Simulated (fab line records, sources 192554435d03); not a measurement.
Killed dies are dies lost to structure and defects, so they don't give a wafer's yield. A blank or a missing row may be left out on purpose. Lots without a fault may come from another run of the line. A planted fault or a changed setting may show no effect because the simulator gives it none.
A struck lot beside a sound one | flow n5_finfet | 36 steps out of a route of 1938
Sound: wafers L199.1, L199.4, L199.5. Struck: wafers L210.1, L210.5, L210.6. The cause comes at the end.
At each step with rows: each side's tool, then ch and its chambers, then its first start. Under that, the readings that differ: sound wafers | struck wafers | difference of the means | sigmas: that difference in standard deviations of wafers without a fault.
alike: readings whose means differ by less than 2 such deviations, and words and numbers that are the same on both sides. not compared: withheld readings, readings that some wafer has no value for, bounds like >300 that may hide the same value, and numbers for which the record gives no deviation and whose values overlap.
The two part at a step that has a row with sigmas, a row that says differs or no value, or rows on one side only. Numbers that don't overlap but have no deviation are shown without sigmas and don't part them. A reading that every wafer of one side lacks parts them only if that side has two wafers or more.

first, 9 steps without rows for these wafers: N5_BEOL_M5_COAT_05 (resist thk 30 nm); N5_BEOL_M5_EBR_07; N5_BEOL_M5_SOFTBAKE_06 (time 60 s); N5_BEOL_M5_EXPOSE_08 (exposes mask M5, target cd 28 nm); N5_BEOL_M5_PEB_09 (peb time 60 s); N5_BEOL_M5_DEVELOP_10 (develop time 30 s); N5_BEOL_M5_DESCUM_16 (chemistry O2, time 7 s); N5_BEOL_M5_ETCH_72 (etches underlayer in N2/H2, target depth 6.5 nm, time 5.2 s); N5_BEOL_M5_ETCH_61 (etches SiARC in CF4, target depth 15.6 nm, time 26 s).
N5_BEOL_M5_ETCH_62: etches SOC in N2/H2, target depth 75 nm, overetch 15 nm, time 112.5 s.
  sound on rie_diel-06 ch 0,2,3, day 10 02:17; struck on rie_diel-06 ch 1,2,3, day 12 19:37
  reading                                    | sound             | struck            | difference | sigmas
  rf_fwd_power_W (W)                         | 835.4 836.8 832.6 | 637.6 629.1 634.1 | -201.3     | -77
  rf_vpp_V (V)                               | 527.2 524.4 523.7 | 576.8 576.9 572.4 | +50.3      | +23
  model.SiARC_of_BEOL_M5_COAT_60.thk_nm (nm) | 7 7 7             | 7.2 7.6 7.6       | +0.5       |
  alike: drypump_motor_current_A, h2_flow_sccm, oes_product_au, showerhead_plenum_p_Torr, throttle_valve_pct
  not compared: rf_hours_counter_h, model.BEOL_M5.cd_nm
then, 24 steps without rows for these wafers: N5_BEOL_M5_STRIP_63 (strips in N2/H2); N5_BEOL_M5_STRIP_73 (strips in N2/H2); N5_BEOL_M5_STRIP_64 (strips in CF4); N5_BEOL_M5_HM_OPEN_17 (chemistry Cl2/BCl3, target TiN, target depth 20 nm, overetch 6 nm); N5_BEOL_M5_STRIP_19 (strips in O2); N5_BEOL_M5_COAT_65 (time 60 s, resist thk 60 nm); N5_BEOL_M5_COAT_66 (time 60 s, resist thk 12 nm); N5_BEOL_M5_COAT_74 (time 60 s, resist thk 5 nm); N5_BEOL_M5_COAT_22 (resist thk 30 nm); N5_BEOL_M5_EBR_24; N5_BEOL_M5_SOFTBAKE_23 (time 60 s); N5_BEOL_M5_EXPOSE_25 (exposes mask V4, defocus 10 nm); N5_BEOL_M5_PEB_26 (peb time 60 s); N5_BEOL_M5_DEVELOP_27 (develop time 30 s); N5_BEOL_M5_DESCUM_33 (chemistry O2, time 7 s); N5_BEOL_M5_ETCH_75 (etches underlayer in N2/H2, target depth 6.5 nm, time 5.2 s); N5_BEOL_M5_ETCH_67 (etches SiARC in CF4, target depth 15.6 nm, time 26 s); N5_BEOL_M5_ETCH_68 (etches SOC in N2/H2, target depth 80 nm, overetch 16 nm, time 120 s); N5_BEOL_M5_STRIP_69 (strips in N2/H2); N5_BEOL_M5_STRIP_76 (strips in N2/H2); N5_BEOL_M5_VIA_ETCH_34 (etches SiCOH lowk in C4F6/O2, target depth 88.3 nm, time 39.2 s); N5_BEOL_M5_STRIP_85 (strips in C4F6/O2); N5_BEOL_M5_STRIP_36 (strips in N2/H2); N5_BEOL_M5_TRENCH_ETCH_37 (etches SiCOH lowk in C4F6/O2, target depth 71.652 nm, time 24.7 s).
N5_BEOL_M5_ETCH_41: etches SiCN in CH3F/O2, target depth 31.5 nm, time 56.7 s.
  sound on rie_diel-01 ch 0,2,3; struck on rie_diel-06 ch 0,1,2
  alike: drypump_motor_current_A, oes_product_au, rf_fwd_power_W, rf_vpp_V, showerhead_plenum_p_Torr, throttle_valve_pct
  not compared: rf_hours_counter_h, model.BEOL_M5.cd_nm
then, 1 step without rows for these wafers: N5_PASSIVATION_PROBE_49.

WHERE THEY PART
Only at N5_BEOL_M5_ETCH_62, within this record. Later steps at which nothing parts them and some readings are alike: N5_BEOL_M5_ETCH_41.

WHY: what the simulator had put in
Process parameter drift: rie_diel-06, from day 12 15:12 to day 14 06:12, at N5_BEOL_M5_ETCH_62. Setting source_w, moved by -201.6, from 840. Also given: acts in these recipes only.
